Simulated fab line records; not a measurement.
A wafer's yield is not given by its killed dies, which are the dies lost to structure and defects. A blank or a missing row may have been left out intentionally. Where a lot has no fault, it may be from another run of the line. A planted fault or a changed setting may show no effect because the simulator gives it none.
Comparing a struck lot with a sound one | flow nand-harc | 13 steps out of a route of 1302
Sound: the wafers L730.3, L730.4, L730.5. Wafers struck: L723.1, L723.5, L723.6. Last of all comes the cause.
Each step with rows lists, per side, the tool, then ch with its chambers, then its first start. Under that, the readings that differ: sound wafers | struck wafers | difference of the means | sigmas: that difference in standard deviations of wafers without a fault.
alike: readings with means less than 2 such deviations apart, plus words and numbers identical on both sides. not compared: withheld readings, readings lacking a value on some wafer, bounds such as >300 that could conceal the same value, and numbers that have no deviation in the record and whose values overlap.
The two part at a step that has a row with sigmas, a row that says differs or no value, or rows on one side only. When numbers do not overlap yet have no deviation, they are printed without sigmas and do not part them. A reading missing from all wafers of one side parts the sides only when that side holds two or more wafers.

NHARC_P_CONTACT_DEP_30: deposits SiNx, target thk 30 nm.
  sound on pecvd-03 ch 0,1,2, day 14 05:26; struck on pecvd-03 ch 0,2, day 11 19:48
  alike: heater-power-w
NHARC_P_CONTACT_DEP_00: deposits SiO2, target thk 500 nm.
  sound on pecvd-03 ch 0,1,2; struck on pecvd-03 ch 0,2
  alike: heater-power-w, throttle-valve-pct
NHARC_P_CONTACT_CMP_01: polishes SiO2, target thk 200 nm.
  sound on cmp-02 ch 0,2,3, day 14 06:09; struck on cmp-02 ch 0,3, day 11 20:32
  alike: edge-zone-pressure-frac, motor-current-A, slurry-flow-ml-min
then, 8 steps without rows for these wafers: NHARC_P_CONTACT_SRD_03; NHARC_P_CONTACT_DEHYDRATE_04 (time 120 s); NHARC_P_CONTACT_HMDS_05 (time 30 s); NHARC_P_CONTACT_COAT_33 (time 75 s); NHARC_P_CONTACT_COAT_34 (time 65 s); NHARC_P_CONTACT_COAT_06 (resist thk 90 nm); NHARC_P_CONTACT_SOFTBAKE_07 (time 55 s); NHARC_P_CONTACT_EBR_08.
NHARC_P_CONTACT_EXPOSE_09: exposes mask P CA, target cd 90 nm.
  struck on arfi-scanner-01, day 11 21:11; sound on arfi-scanner-02 ch 0, day 14 06:51
  no value came back on the struck wafers for exposure-dose-mJ-cm2, focus-offset-nm (nm); on the sound wafers exposure-dose-mJ-cm2 reads 81.24 81.28 81.38
  alike: mask
then, 1 step without rows for these wafers: NHARC_P_CONTACT_PEB_10 (peb time 65 s).

WHERE THEY PART
NHARC_P_CONTACT_EXPOSE_09 only, going by this record.

WHY: the cause the simulator had injected
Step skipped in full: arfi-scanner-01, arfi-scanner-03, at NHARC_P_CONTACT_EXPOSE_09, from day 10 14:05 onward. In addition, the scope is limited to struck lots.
